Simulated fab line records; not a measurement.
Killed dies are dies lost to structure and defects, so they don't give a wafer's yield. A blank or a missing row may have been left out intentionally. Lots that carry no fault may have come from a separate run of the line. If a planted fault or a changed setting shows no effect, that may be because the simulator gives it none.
fab line records | flow n5Finfet
record lots=7 wafers=39
route steps=1938 shown FIN_CUT@169 DUMMY_GATE@237 HKMG_FIN@421 GATE_CUT@467 MOL_CONTACT_COAG@544 PASSIVATION@1936
startH: hours from the record's opening day to when the first of the lot's shown wafers began | waitH: hours since the lot's step before | " same as the row above | L1.1+2: a row that stands for several wafers | - value missing, or start not given | * or withheld: withheld | < > ~ a bound
route shown NAME@n: NAME is a module with steps in the file, n the number in the route of the first one | usual: mean/standard deviation taken from wafers without a fault | same: alike in all rows | chamber/n: place in a boat | sites: readings site by site | _std_site: the values' standard deviation | _edge_site: outer sites' mean less inner sites' | radiusMm: for every site, how far away it sits from the centre of the wafer | mask NAME#n: copy n | behind: the last tool/chamber to shape the wafer | hold: why the lot was held/for how many hours/how that ended | device: the n, p or np transistor that did not switch | end of line: the tests these same wafers got at the end of their route | a step with no rows: only its recipe | killed: the dies lost at the first sort to structure and to defects; this is not the yield of the wafer | map: a wafer's dies, marking killed ones x, the rest . and places with no die _
set.NAME: the setting that was run; set.NAME@STEP: the one run at that earlier step | model.NAME: the simulator's own value behind a step, which no gauge read
lots run with intentionally changed settings; tables by step, rows by wafer
## steps
# step N5_FIN_CUT_ETCH_21
# recipe chemistry=N2/H2 target=SOC targetDepthA=2190 overetchA=438 maskMaterial=SiARC tempC=40 ionEnergyEv=100 biasW=61 timeS=523.5 pressureMtorr=30 sourceW=850 n2FlowSccm=200 h2FlowSccm=200
# step N5_DUMMY_GATE_ETCH_37
# recipe chemistry=N2/H2 target=SOC targetDepthA=600 overetchA=300 tempC=40 ionEnergyEv=200 pressureMtorr=30 sourceW=840 biasW=150 n2FlowSccm=200 h2FlowSccm=200
# step N5_DUMMY_GATE_ETCH_31
# recipe chemistry=C4F6/O2 target=SiO2 maskMaterial=SOC targetDepthA=825 timeS=27.5 ionEnergyEv=250 pressureMtorr=30 sourceW=345 biasW=185 Ar_flow_sccm=300 C4F6_flow_sccm=10 O2_flow_sccm=10
# step N5_DUMMY_GATE_ETCH_44
# recipe chemistry=HBr/O2 overEtchFrac=0.7 targetDepthA=1275 stopOn=SiO2 ionEnergyEv=60 biasW=20 target=poly-Si maskMaterial=SiO2 pressureMtorr=20 icpW=400 HBr_flow_sccm=120 O2_flow_sccm=10
# step N5_HKMG_FIN_PWFM_ALD_03
# recipe material=TiN targetThkA=20 tempC=400 aldPrecursorFamily=TiCl4 aldCoReactant=NH3 pulseTimeS=1 purgeTimeS=3 coReactantPurgeTimeS=2 coReactantPulseTimeS=2 aldCycles=91 pressureTorr=3
# step N5_HKMG_FIN_ETCH_32
# recipe chemistry=N2/H2 target=SOC targetDepthA=2400 tempC=40 timeS=300 ionEnergyEv=200 maskMaterial=SiARC pressureMtorr=30 sourceW=840 biasW=150 n2FlowSccm=200 h2FlowSccm=200
# step N5_GATE_CUT_ETCHBACK_30
# recipe chemistry=Cl2/Ar target=TiN targetDepthA=30 mode=isotropic pressureMtorr=10 icpW=600 biasW=60 Cl2_flow_sccm=40 Ar_flow_sccm=60
# step N5_MOL_CONTACT_COAG_ALD_20
# recipe material=TiN targetThkA=15 tempC=400 aldPrecursorFamily=TiCl4 aldCoReactant=NH3 pulseTimeS=1 purgeTimeS=3 coReactantPurgeTimeS=2 coReactantPulseTimeS=2 aldCycles=68 pressureTorr=3
# step N5_PASSIVATION_PROBE_49
# usual killedAtFrontEnd=42/12 sort_bin_5_function=5.3/1.1 sortNPass=1073/18 sortYieldPct=90.9/1.5
# columns lot.wafer tool chamber startH waitH set.timeS@FIN_CUT_ETCH_21 set.sourceW@DUMMY_GATE_ETCH_37 set.targetDepthA@DUMMY_GATE_ETCH_31 set.targetDepthA@DUMMY_GATE_ETCH_44 set.aldCycles@HKMG_FIN_PWFM_ALD_03 set.sourceW@HKMG_FIN_ETCH_32 set.targetDepthA@GATE_CUT_ETCHBACK_30 set.coReactantPulseTimeS@MOL_CONTACT_COAG_ALD_20 killedAtFrontEnd sort_bin_5_function[%] sortNPass sortYieldPct[%]
L074.1 prober-02 - 258.60 0.0 434.5 840 825 1275 100 840 26.59 2 867 75.9 238 20.2
L074.2 prober-02 - 258.65 0.1 434.5 840 825 1163 91 748.4 26.59 2 1057 91.9 37 3.1
L074.3 prober-02 - 258.70 0.1 434.5 840 825 1275 91 748.4 30 2 942 81.0 171 14.5
L074.4 prober-02 - 258.75 0.2 523.5 840 825 1163 91 840 26.59 2 42 5.6 1062 90.0
L074.5 prober-02 - 258.80 0.2 523.5 840 825 1275 100 840 30 2 49 6.6 1055 89.4
L074.6 prober-02 - 258.85 0.3 523.5 840 825 1163 100 748.4 30 2 51 6.8 1041 88.2
L076.1 prober-01 - 275.51 0.0 523.5 840 825 1275 91 840 30 2 41 6.4 1066 90.3
L076.4 prober-01 - 275.66 0.2 523.5 840 825 1275 91 840 30 2 41 5.9 1067 90.4
L076.6 prober-01 - 275.76 0.3 523.5 840 825 1275 91 840 30 2 53 4.6 1053 89.2
L079.1 prober-01 - 298.72 0.0 523.5 764.8 825 1275 91 951.6 28.4 2 51 4.3 1072 90.8
L079.2 prober-01 - 298.77 0.1 422.6 840 825 1275 91 840 28.4 2 1063 92.0 56 4.7
L079.3 prober-01 - 298.82 0.1 422.6 840 763.5 1275 91 951.6 30 2 994 85.8 121 10.3
L079.4 prober-01 - 298.87 0.2 422.6 764.8 763.5 1182 91 840 30 2 1081 92.5 44 3.7
L079.5 prober-01 - 298.92 0.2 523.5 840 763.5 1182 91 840 28.4 2 55 4.8 1071 90.8
L079.6 prober-01 - 298.97 0.3 523.5 764.8 825 1182 91 951.6 30 2 71 5.0 1053 89.2
L082.1 prober-01 - 306.36 0.0 523.5 840 825 1275 91 1001 30 2 25 5.2 1092 92.5
L082.2 prober-01 - 306.41 0.1 523.5 936.7 825 1275 91 840 30 2 19 4.5 1097 93.0
L082.3 prober-01 - 306.46 0.1 523.5 840 907.3 1275 91 840 30 2 51 6.9 1048 88.8
L082.4 prober-01 - 306.51 0.2 523.5 936.7 907.3 1275 91 840 33.11 2 38 5.3 1072 90.8
L082.5 prober-01 - 306.56 0.2 523.5 840 825 1275 91 1001 33.11 2 42 4.3 1080 91.5
L082.6 prober-01 - 306.61 0.3 523.5 936.7 907.3 1275 91 1001 33.11 2 34 5.0 1076 91.2
L093.1 prober-01 - 376.81 0.8 523.5 840 772.5 1275 94 840 30 2.268 64 7.0 1037 87.9
L093.2 prober-01 - 376.86 0.8 523.5 907.7 825 1275 91 968.5 28.4 2 46 4.8 1075 91.1
L093.3 prober-01 - 376.91 0.9 523.5 840 825 1275 94 840 28.4 2 58 5.8 1053 89.2
L093.4 prober-01 - 376.96 0.9 523.5 840 772.5 1275 91 968.5 28.4 2.268 53 4.9 1072 90.8
L093.5 prober-01 - 377.01 1.0 523.5 907.7 772.5 1275 91 840 30 2 72 7.8 1035 87.7
L093.6 prober-01 - 377.06 1.0 523.5 907.7 825 1275 94 968.5 30 2.268 62 6.7 1051 89.1
L091.1 prober-01 - 382.15 0.0 523.5 840 930.8 1275 99 840 30 2 46 4.3 1088 92.2
L091.2 prober-01 - 382.20 0.1 523.5 840 825 1275 99 780.2 30 2 34 4.2 1091 92.5
L091.3 prober-01 - 382.25 0.1 523.5 840 930.8 1275 99 780.2 27.02 2 47 5.7 1074 91.0
L091.4 prober-01 - 382.30 0.2 523.5 840 825 1275 91 780.2 27.02 2 26 3.6 1103 93.5
L091.5 prober-01 - 382.35 0.2 523.5 840 930.8 1275 91 840 27.02 2 27 4.1 1099 93.1
L091.6 prober-01 - 382.40 0.3 523.5 840 825 1275 91 840 30 2 31 4.3 1091 92.5
L096.1 prober-02 - 394.94 0.0 430.1 840 825 1275 100 997.7 33.32 2.172 1084 94.6 25 2.1
L096.2 prober-02 - 394.99 0.1 430.1 840 825 1275 91 840 30 2 889 76.8 232 19.7
L096.3 prober-02 - 395.04 0.1 523.5 840 825 1146 91 840 33.32 2.172 59 5.3 1058 89.7
L096.4 prober-02 - 395.09 0.2 430.1 840 902 1146 100 840 33.32 2 908 79.3 194 16.4
L096.5 prober-02 - 395.14 0.2 523.5 840 902 1275 91 997.7 30 2 31 5.3 1078 91.4
L096.6 prober-02 - 395.19 0.3 523.5 840 902 1146 100 997.7 30 2.172 36 3.9 1094 92.7
# killed by level:class
L074.1 FIN_CUT:areaEtch=825 MOL_CONTACT_COAG:geometricParticle:open=20 STI_FIN_REVEAL:geometricParticle:open=16 BEOL_M0_SAQP:geometricParticle:short=7 BEOL_M2:geometricParticle:open=7 BEOL_M1:geometricParticle:open=6 BEOL_M0_SAQP:geometricParticle:open=5 BEOL_M3:geometricParticle:open=5
L074.2 FIN_CUT:areaEtch=1024 BEOL_M3:geometricParticle:open=15 MOL_CONTACT_COAG:geometricParticle:open=12 BEOL_M1:geometricParticle:open=8 BEOL_M5:geometricParticle:open=7 BEOL_M0_SAQP:geometricParticle:open=7 FIN_SAQP:geometricParticle:short=6 BEOL_M0_SAQP:geometricParticle:short=6
L074.3 FIN_CUT:areaEtch=895 MOL_CONTACT_COAG:geometricParticle:open=14 FIN_SAQP:geometricParticle:open=13 STI_FIN_REVEAL:geometricParticle:open=10 BEOL_M2:geometricParticle:open=9 FIN_SAQP:geometricParticle:short=7 BEOL_M3:geometricParticle:open=7 STI_FIN_REVEAL:geometricParticle:short=5
L074.4 MOL_CONTACT_COAG:geometricParticle:open=15 STI_FIN_REVEAL:geometricParticle:open=10 FIN_SAQP:geometricParticle:open=8 BEOL_M2:geometricParticle:open=8 BEOL_M0_SAQP:geometricParticle:open=7 BEOL_M1:geometricParticle:open=6 BEOL_M0_SAQP:geometricParticle:short=5 BEOL_M1:geometricParticle:short=5
L074.5 STI_FIN_REVEAL:geometricParticle:open=16 MOL_CONTACT_COAG:geometricParticle:open=16 BEOL_M2:geometricParticle:open=13 FIN_SAQP:geometricParticle:short=8 FIN_SAQP:geometricParticle:open=8 BEOL_M1:geometricParticle:open=7 BEOL_M0_SAQP:geometricParticle:open=6 BEOL_M0_SAQP:geometricParticle:short=6
L074.6 FIN_SAQP:geometricParticle:open=18 BEOL_M0_SAQP:geometricParticle:open=13 FIN_SAQP:geometricParticle:short=10 BEOL_M2:geometricParticle:open=10 BEOL_M0_SAQP:geometricParticle:short=8 MOL_CONTACT_COAG:geometricParticle:open=8 BEOL_M3:geometricParticle:open=7 BEOL_M0:geometricParticle:short=6
L076.1 BEOL_M0_SAQP:geometricParticle:short=19 BEOL_M0_SAQP:geometricParticle:open=18 FIN_SAQP:geometricParticle:open=15 MOL_CONTACT_COAG:geometricParticle:open=12 FIN_SAQP:geometricParticle:short=9 BEOL_M4:geometricParticle:open=5 STARTING-WAFER:geometricParticle:short=4 STI_FIN_REVEAL:geometricParticle:open=3
L076.4 MOL_CONTACT_COAG:geometricParticle:open=12 BEOL_M0_SAQP:geometricParticle:open=9 BEOL_M0_SAQP:geometricParticle:short=8 FIN_SAQP:geometricParticle:short=7 FIN_SAQP:geometricParticle:open=6 BEOL_M4:geometricParticle:open=6 STI_FIN_REVEAL:geometricParticle:open=5 GATE_CUT:geometricParticle:short=5
L076.6 BEOL_M0_SAQP:geometricParticle:open=14 BEOL_M0_SAQP:geometricParticle:short=12 FIN_SAQP:geometricParticle:short=10 MOL_CONTACT_COAG:geometricParticle:open=10 FIN_SAQP:geometricParticle:open=9 HKMG_FIN:areaEtch=8 GATE_CUT:geometricParticle:short=6 BEOL_M4:geometricParticle:short=5
L079.1 FIN_SAQP:geometricParticle:open=13 FIN_SAQP:geometricParticle:short=12 MOL_CONTACT_COAG:geometricParticle:open=10 STI_FIN_REVEAL:geometricParticle:open=7 BEOL_M2:geometricParticle:short=6 BEOL_M1:geometricParticle:open=5 BEOL_M2:geometricParticle:open=5 BEOL_M0_SAQP:geometricParticle:short=4
L079.2 FIN_CUT:areaEtch=1020 FIN_SAQP:geometricParticle:open=12 BEOL_M3:geometricParticle:open=9 MOL_CONTACT_COAG:geometricParticle:short=7 STI_FIN_REVEAL:geometricParticle:open=7 MOL_CONTACT_COAG:geometricParticle:open=7 BEOL_M0_SAQP:geometricParticle:open=7 DUMMY_GATE:geometricParticle:open=6
L079.3 FIN_CUT:areaEtch=957 FIN_SAQP:geometricParticle:open=13 BEOL_M0_SAQP:geometricParticle:open=11 BEOL_M4:geometricParticle:open=7 FIN_SAQP:geometricParticle:short=6 BEOL_M1:geometricParticle:open=6 BEOL_M0_SAQP:geometricParticle:short=5 BEOL_M2:geometricParticle:open=5
L079.4 FIN_CUT:areaEtch=1032 FIN_SAQP:geometricParticle:open=14 STI_FIN_REVEAL:geometricParticle:open=9 MOL_CONTACT_COAG:geometricParticle:open=9 BEOL_M0_SAQP:geometricParticle:open=8 BEOL_M2:geometricParticle:short=8 BEOL_M0_SAQP:geometricParticle:short=6 BEOL_M1:geometricParticle:open=6
L079.5 FIN_SAQP:geometricParticle:open=17 MOL_CONTACT_COAG:geometricParticle:open=13 FIN_SAQP:geometricParticle:short=12 STI_FIN_REVEAL:geometricParticle:open=8 BEOL_M2:geometricParticle:open=6 DUMMY_GATE:geometricParticle:open=4 BEOL_M1:geometricParticle:open=4 BEOL_M1:geometricParticle:short=4
L079.6 FIN_SAQP:geometricParticle:open=39 BEOL_M2:geometricParticle:short=11 MOL_CONTACT_COAG:geometricParticle:open=9 HKMG_FIN:areaEtch=8 STI_FIN_REVEAL:geometricParticle:open=7 FIN_SAQP:geometricParticle:short=6 BEOL_M1:geometricParticle:open=5 BEOL_M0_SAQP:geometricParticle:short=4
L082.1 BEOL_M0_SAQP:geometricParticle:open=19 BEOL_M0_SAQP:geometricParticle:short=9 MOL_CONTACT_COAG:geometricParticle:open=6 FIN_SAQP:geometricParticle:open=4 FIN_SAQP:geometricParticle:short=4 BEOL_M0:geometricParticle:short=4 ILD0:geometricParticle:short=4 GATE_CUT:geometricParticle:short=3
L082.2 BEOL_M0_SAQP:geometricParticle:open=11 BEOL_M2:geometricParticle:open=11 BEOL_M0_SAQP:geometricParticle:short=9 BEOL_M4:geometricParticle:open=6 GATE_CUT:geometricParticle:short=5 BEOL_M0:geometricParticle:short=5 DUMMY_GATE:geometricParticle:open=4 MOL_CONTACT_COAG:geometricParticle:open=4
L082.3 STI_FIN_REVEAL:geometricParticle:open=16 BEOL_M0_SAQP:geometricParticle:open=16 BEOL_M0_SAQP:geometricParticle:short=14 MOL_CONTACT_COAG:geometricParticle:open=11 STI_FIN_REVEAL:geometricParticle:short=9 BEOL_M2:geometricParticle:open=7 BEOL_M2:geometricParticle:short=5 BEOL_M4:geometricParticle:open=5
L082.4 BEOL_M0_SAQP:geometricParticle:open=14 MOL_CONTACT_COAG:geometricParticle:open=9 FIN_SAQP:geometricParticle:open=8 BEOL_M4:geometricParticle:open=8 STI_FIN_REVEAL:geometricParticle:open=7 BEOL_M0_SAQP:geometricParticle:short=7 FIN_SAQP:geometricParticle:short=6 BEOL_M1:geometricParticle:open=6
L082.5 FIN_SAQP:geometricParticle:short=13 BEOL_M0_SAQP:geometricParticle:open=11 BEOL_M0_SAQP:geometricParticle:short=8 GATE_CUT:geometricParticle:short=7 BEOL_M4:geometricParticle:open=7 STI_FIN_REVEAL:geometricParticle:open=5 BEOL_M1:geometricParticle:open=5 BEOL_M2:geometricParticle:short=5
L082.6 BEOL_M4:geometricParticle:open=14 BEOL_M0_SAQP:geometricParticle:short=12 MOL_CONTACT_COAG:geometricParticle:open=9 FIN_SAQP:geometricParticle:short=6 DUMMY_GATE:geometricParticle:open=6 GATE_CUT:geometricParticle:open=5 BEOL_M0_SAQP:geometricParticle:open=5 BEOL_M2:geometricParticle:open=4
L093.1 FIN_SAQP:geometricParticle:open=20 GATE_CUT:geometricParticle:short=15 STI_FIN_REVEAL:geometricParticle:open=13 BEOL_M2:geometricParticle:open=11 BEOL_M1:geometricParticle:open=8 BEOL_M4:geometricParticle:open=8 BEOL_M3:geometricParticle:open=8 BEOL_M0:geometricParticle:open=7
L093.2 BEOL_M1:geometricParticle:open=15 FIN_SAQP:geometricParticle:open=14 MOL_CONTACT_COAG:geometricParticle:open=11 FIN_SAQP:geometricParticle:short=8 STI_FIN_REVEAL:geometricParticle:open=8 GATE_CUT:geometricParticle:short=6 BEOL_M2:geometricParticle:open=6 BEOL_M4:geometricParticle:open=6
L093.3 STI_FIN_REVEAL:geometricParticle:open=18 BEOL_M3:geometricParticle:open=15 BEOL_M2:geometricParticle:open=11 FIN_SAQP:geometricParticle:open=8 GATE_CUT:geometricParticle:short=7 BEOL_M4:geometricParticle:open=7 FIN_SAQP:geometricParticle:short=6 STARTING-WAFER:geometricParticle:open=5
L093.4 FIN_SAQP:geometricParticle:short=13 FIN_SAQP:geometricParticle:open=9 STI_FIN_REVEAL:geometricParticle:open=9 BEOL_M4:geometricParticle:open=9 BEOL_M1:geometricParticle:open=7 GATE_CUT:geometricParticle:short=6 MOL_CONTACT_COAG:geometricParticle:open=6 DUMMY_GATE:geometricParticle:open=5
L093.5 STI_FIN_REVEAL:geometricParticle:open=24 FIN_SAQP:geometricParticle:short=14 FIN_SAQP:geometricParticle:open=13 MOL_CONTACT_COAG:geometricParticle:open=13 BEOL_M3:geometricParticle:open=10 BEOL_M1:geometricParticle:open=9 GATE_CUT:geometricParticle:open=7 BEOL_M4:geometricParticle:open=6
L093.6 FIN_SAQP:geometricParticle:open=17 MOL_CONTACT_COAG:geometricParticle:open=11 BEOL_M5:geometricParticle:open=9 FIN_SAQP:geometricParticle:short=8 DUMMY_GATE:geometricParticle:open=7 STI_FIN_REVEAL:geometricParticle:open=5 GATE_CUT:geometricParticle:short=5 BEOL_M2:geometricParticle:open=5
L091.1 FIN_SAQP:geometricParticle:open=15 MOL_CONTACT_COAG:geometricParticle:open=13 FIN_SAQP:geometricParticle:short=10 BEOL_M4:geometricParticle:open=8 STI_FIN_REVEAL:geometricParticle:open=6 MOL_CONTACT_COAG:geometricParticle:short=5 GATE_CUT:geometricParticle:open=4 BEOL_M0_SAQP:geometricParticle:open=4
L091.2 MOL_CONTACT_COAG:geometricParticle:open=9 FIN_SAQP:geometricParticle:short=7 BEOL_M1:geometricParticle:open=7 FIN_SAQP:geometricParticle:open=6 STI_FIN_REVEAL:geometricParticle:open=6 BEOL_M0_SAQP:geometricParticle:short=6 BEOL_M0_SAQP:geometricParticle:open=5 BEOL_M3:geometricParticle:open=5
L091.3 MOL_CONTACT_COAG:geometricParticle:open=13 FIN_SAQP:geometricParticle:short=9 FIN_SAQP:geometricParticle:open=9 DUMMY_GATE:geometricParticle:open=8 BEOL_M3:geometricParticle:open=8 BEOL_M1:geometricParticle:open=7 STARTING-WAFER:geometricParticle:short=5 BEOL_M0_SAQP:geometricParticle:open=5
L091.4 MOL_CONTACT_COAG:geometricParticle:open=10 BEOL_M4:geometricParticle:open=8 BEOL_M0_SAQP:geometricParticle:short=6 BEOL_M1:geometricParticle:open=5 STARTING-WAFER:geometricParticle:open=5 FIN_SAQP:geometricParticle:short=4 FIN_SAQP:geometricParticle:open=4 STARTING-WAFER:geometricParticle:short=4
L091.5 MOL_CONTACT_COAG:geometricParticle:open=6 BEOL_M4:geometricParticle:open=5 FIN_SAQP:geometricParticle:short=4 GATE_CUT:geometricParticle:open=4 MOL_CONTACT_COAG:geometricParticle:short=4 BEOL_M0_SAQP:geometricParticle:open=4 BEOL_M1:geometricParticle:open=4 PAD_METAL:geometricParticle:short=4
L091.6 MOL_CONTACT_COAG:geometricParticle:open=13 FIN_SAQP:geometricParticle:open=6 STI_FIN_REVEAL:geometricParticle:open=6 MOL_CONTACT_COAG:geometricParticle:short=6 BEOL_M4:geometricParticle:open=6 BEOL_M0_SAQP:geometricParticle:short=5 GATE_CUT:geometricParticle:open=4 BEOL_M1:geometricParticle:open=4
L096.1 FIN_CUT:areaEtch=1047 MOL_CONTACT_COAG:geometricParticle:open=19 BEOL_M1:geometricParticle:open=10 BEOL_M3:geometricParticle:open=9 FIN_SAQP:geometricParticle:open=7 DUMMY_GATE:geometricParticle:open=7 BEOL_M0_SAQP:geometricParticle:short=6 GATE_CUT:geometricParticle:short=5
L096.2 FIN_CUT:areaEtch=854 MOL_CONTACT_COAG:geometricParticle:open=15 FIN_SAQP:geometricParticle:open=9 FIN_SAQP:geometricParticle:short=9 BEOL_M1:geometricParticle:open=9 DUMMY_GATE:geometricParticle:open=8 MOL_CONTACT_COAG:geometricParticle:short=7 BEOL_M3:geometricParticle:open=5
L096.3 FIN_SAQP:geometricParticle:open=18 FIN_SAQP:geometricParticle:short=12 BEOL_M3:geometricParticle:open=11 BEOL_M2:geometricParticle:open=10 STI_FIN_REVEAL:geometricParticle:open=8 BEOL_M4:geometricParticle:open=8 MOL_CONTACT_COAG:geometricParticle:open=7 ILD0:geometricParticle:open=4
L096.4 FIN_CUT:areaEtch=863 BEOL_M3:geometricParticle:open=20 FIN_SAQP:geometricParticle:open=16 MOL_CONTACT_COAG:geometricParticle:open=13 FIN_SAQP:geometricParticle:short=10 BEOL_M0_SAQP:geometricParticle:open=7 BEOL_M0_SAQP:geometricParticle:short=6 BEOL_M2:geometricParticle:open=5
L096.5 MOL_CONTACT_COAG:geometricParticle:open=23 BEOL_M0_SAQP:geometricParticle:open=11 BEOL_M2:geometricParticle:open=7 GATE_CUT:geometricParticle:short=6 FIN_SAQP:geometricParticle:short=4 FIN_SAQP:geometricParticle:open=4 STARTING-WAFER:geometricParticle:open=4 STARTING-WAFER:geometricParticle:short=4
L096.6 MOL_CONTACT_COAG:geometricParticle:open=9 FIN_SAQP:geometricParticle:short=6 STI_FIN_REVEAL:geometricParticle:open=6 BEOL_M2:geometricParticle:open=6 BEOL_M0_SAQP:geometricParticle:short=6 FIN_SAQP:geometricParticle:open=5 ILD0:geometricParticle:short=4 BEOL_M1:geometricParticle:open=4
## key
split step=N5_FIN_CUT_ETCH_21 setting=timeS statedAs=523.5
response step=N5_PASSIVATION_PROBE_49 reading=killedAtFrontEnd slope=-52.6 per=1% togetherWith=all explained=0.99
response step=N5_PASSIVATION_PROBE_49 reading=sort_bin_5_function slope=-4.49 per=1% togetherWith=all explained=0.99
response step=N5_PASSIVATION_PROBE_49 reading=sortYieldPct slope=+4.46 per=1% togetherWith=all explained=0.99
response step=N5_PASSIVATION_PROBE_49 reading=sortNPass slope=+52.6 per=1% togetherWith=all explained=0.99
split step=N5_DUMMY_GATE_ETCH_37 setting=sourceW statedAs=840
response none clear
split step=N5_DUMMY_GATE_ETCH_31 setting=targetDepthA statedAs=825
response none clear
split step=N5_DUMMY_GATE_ETCH_44 setting=targetDepthA statedAs=1275
response none clear
split step=N5_HKMG_FIN_PWFM_ALD_03 setting=aldCycles statedAs=91
response none clear
split step=N5_HKMG_FIN_ETCH_32 setting=sourceW statedAs=840
response none clear
split step=N5_GATE_CUT_ETCHBACK_30 setting=targetDepthA statedAs=30
response none clear
split step=N5_MOL_CONTACT_COAG_ALD_20 setting=coReactantPulseTimeS statedAs=2
response none clear
